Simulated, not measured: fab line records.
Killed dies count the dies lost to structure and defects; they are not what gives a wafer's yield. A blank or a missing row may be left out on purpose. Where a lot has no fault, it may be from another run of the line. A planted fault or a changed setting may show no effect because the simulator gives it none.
A struck lot beside a sound one | flow nand harc | 39 out of 1302 route steps
Sound: these wafers, L351.2, L351.3, L351.6. The struck wafers were L366.2, L366.4, L366.6. At the end, the cause is stated.
For every step that has rows: the tool of each side, followed by ch and its chambers, followed by its first start. Under that, the readings that differ: sound wafers | struck wafers | difference of the means | sigmas: that difference in standard deviations of wafers without a fault.
alike: readings with means less than 2 such deviations apart, plus words and numbers identical on both sides. not compared: withheld readings, readings lacking a value on some wafer, bounds such as >300 that could conceal the same value, and numbers that have no deviation in the record and whose values overlap.
The two part at a step that has a row with sigmas, a row that says differs or no value, or rows on one side only. Numbers that don't overlap but have no deviation are shown without sigmas and don't part them. Lack of a reading on every wafer of one side parts them only where that side has two or more wafers.

NHARC_A_STAIRCASE_TRIM_229: chemistry O2, time 211.2 s.
  sound on rie diel-09 ch 0,1,3, day 18 08:29; struck on rie diel-02 ch 2,3, day 24 18:25
  alike: drypump motor current A, oes product au, rf vpp V, showerhead plenum p Torr, throttle valve pct
  not compared: rf hours counter h
NHARC_A_STAIRCASE_ETCH_230: etches the open film in C4F8/O2, target depth 100 nm, time 40.5 s.
  sound on rie diel-09 ch 0,2,3; struck on rie diel-02 ch 0,1,2
  alike: oes product au, rf vpp V
  not compared: rf hours counter h
NHARC_A_STAIRCASE_TRIM_231: chemistry O2, time 211.2 s.
  sound on rie diel-09 ch 2,3; struck on rie diel-02 ch 1,2
  alike: drypump motor current A, oes product au, rf vpp V, showerhead plenum p Torr, throttle valve pct
  not compared: rf hours counter h
then, 7 steps without rows for these wafers: NHARC_A_STAIRCASE_ETCH_232 (etches the open film in C4F8/O2, target depth 100 nm, time 40.5 s); NHARC_A_STAIRCASE_TRIM_233 (chemistry O2, time 211.2 s); NHARC_A_STAIRCASE_ETCH_234 (etches the open film in C4F8/O2, target depth 100 nm, time 40.5 s); NHARC_A_STAIRCASE_TRIM_235 (chemistry O2, time 211.2 s); NHARC_A_STAIRCASE_ETCH_236 (etches the open film in C4F8/O2, target depth 100 nm, time 40.5 s); NHARC_A_STAIRCASE_STRIP_238 (strips in O2); NHARC_A_STAIRCASE_STRIP_239 (strips in SPM, time 900 s).
NHARC_A_STAIRCASE_PRECLEAN_240: cleans in SC1.
  sound on wet bench-06 ch 0,1,3, day 18 10:00; struck on wet bench-03 ch 0,1,6, day 24 19:53
  alike: h2o2 flow mL min
then, 10 steps without rows for these wafers: NHARC_A_STAIRCASE_SRD_241; NHARC_A_STAIRCASE_DEHYDRATE_242 (time 120 s); NHARC_A_STAIRCASE_HMDS_243 (time 30 s); NHARC_A_STAIRCASE_COAT_244; NHARC_A_STAIRCASE_SOFTBAKE_245 (time 170 s); NHARC_A_STAIRCASE_EBR_246; NHARC_A_STAIRCASE_EXPOSE_247 (exposes mask SDS 1); NHARC_A_STAIRCASE_PEB_248 (peb time 130 s); NHARC_A_STAIRCASE_DEVELOP_249 (time 140 s); NHARC_A_STAIRCASE_HARDBAKE_251 (time 140 s).
NHARC_A_STAIRCASE_DESCUM_252: chemistry O2, time 3 s.
  sound on rie diel-02 ch 1,2, day 18 11:09; struck on rie diel-09 ch 0,1,3, day 24 21:01
  alike: drypump motor current A, oes product au, rf vpp V, showerhead plenum p Torr, throttle valve pct
  not compared: rf hours counter h
then, 5 steps without rows for these wafers: NHARC_A_STAIRCASE_ETCH_253 (etches the open film in C4F8/O2, target depth 50 nm, time 20.2 s); NHARC_A_STAIRCASE_STRIP_254 (strips in O2); NHARC_A_STAIRCASE_STRIP_255 (strips in SPM, time 900 s); NHARC_A_STAIRCASE_PRECLEAN_256 (cleans in SC1); NHARC_A_STAIRCASE_SRD_257.
NHARC_A_STAIRCASE_HM_DEP_456: deposits aC, target thk 3100 nm.
  sound on acl dep-03 ch 0, day 18 12:27; struck on acl dep-02 ch 0, day 25 03:40
  alike: throttle valve pct
then, 10 steps without rows for these wafers: NHARC_A_STAIRCASE_DEP_259 (deposits SiON, target thk 30 nm); NHARC_A_STAIRCASE_DEHYDRATE_260 (time 120 s); NHARC_A_STAIRCASE_HMDS_261 (time 30 s); NHARC_A_STAIRCASE_COAT_262; NHARC_A_STAIRCASE_SOFTBAKE_263 (time 170 s); NHARC_A_STAIRCASE_EBR_264; NHARC_A_STAIRCASE_EXPOSE_265 (exposes mask CHOP 200); NHARC_A_STAIRCASE_PEB_266 (peb time 130 s); NHARC_A_STAIRCASE_DEVELOP_267 (time 140 s); NHARC_A_STAIRCASE_HARDBAKE_269 (time 140 s).
-- break in the record here, with 9 days between the starts of the struck wafers on either side (left off in module A_STAIRCASE, picked up again in module END, where the first step shown is number 1302 on the route) --
NHARC_END_SORT_01:
  sound on prober-01 ch 0, day 26 20:14; struck on prober-02 ch 0, day 33 17:43
  reading         | sound    | struck      | difference | sigmas
  killed at array | 50 41 42 | 134 130 107 | +79        | +4
  killed at other | 6 3 4    | 0 0 0       | -4         | -4
  killed dies     | 56 47 46 | 136 133 110 | +77        | +4
  alike: killed at periphery, killed open, killed short

== WHERE THEY PART ==
NHARC_END_SORT_01 only, going by this record.

WHY: what the simulator had put in
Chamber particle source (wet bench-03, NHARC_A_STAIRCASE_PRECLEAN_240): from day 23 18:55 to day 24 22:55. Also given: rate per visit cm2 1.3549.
